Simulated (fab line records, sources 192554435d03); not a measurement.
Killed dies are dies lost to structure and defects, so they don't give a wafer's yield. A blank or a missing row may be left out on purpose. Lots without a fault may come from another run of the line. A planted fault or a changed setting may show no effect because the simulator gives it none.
One fault seen from 2 desks | flow n5_finfet | each desk has only its own numbers; what lay behind them comes last

THE TOOL OWNER'S DESK: pvd_sputter-03
The tool's own readings at N5_BEOL_M13_SPUTTER_44 (material Ta, target thk 10 nm, time 16.13 s): means of the sampled wafers that have a number, for each lot that ran on this tool. A lot is out of limits, marked OUT, if its mean lies more than 4 standard deviations from the usual mean; the brackets give that distance.
Columns: A = chamber_pressure_pa at N5_BEOL_M13_SPUTTER_44, usual 0.06999 Pa; B = throttle_valve_pct at N5_BEOL_M13_SPUTTER_44, usual 30.0 %
lot  | first seen here | A       | B
L955 | day 12 00:24    | 0.06996 | 29.4
L962 | day 13 16:16    | 0.07015 | 30.7
L961 | day 14 02:47    | 0.06995 | 29.3
L963 | day 14 05:14    | 0.06999 | 29.7
This desk's finding: nothing out of limits on any of the 4 lots.

THE METROLOGY DESK
What the gauges read, lot by lot, whatever tool the lot ran on: means of the sampled wafers that have a number. A lot is out of limits, marked OUT, if its mean lies more than 4 standard deviations from the usual mean; the brackets give that distance.
Columns: A = trench_depth_nm at N5_BEOL_M13_OCD_MEAS_35, usual 412 nm
lot  | first seen here | A
L955 | day 11 22:15    | 411
L957 | day 11 22:55    | 415
L962 | day 13 11:56    | 415
L961 | day 14 02:12    | 415
L963 | day 14 02:55    | 415
L972 | day 16 04:44    | 414
L974 | day 16 13:17    | 409
This desk's finding: nothing out of limits on any of the 7 lots.

PUT TOGETHER
The tool owner's desk saw nothing out of limits.
The metrology desk saw nothing out of limits.

WHAT THE SIMULATOR HAD PUT IN
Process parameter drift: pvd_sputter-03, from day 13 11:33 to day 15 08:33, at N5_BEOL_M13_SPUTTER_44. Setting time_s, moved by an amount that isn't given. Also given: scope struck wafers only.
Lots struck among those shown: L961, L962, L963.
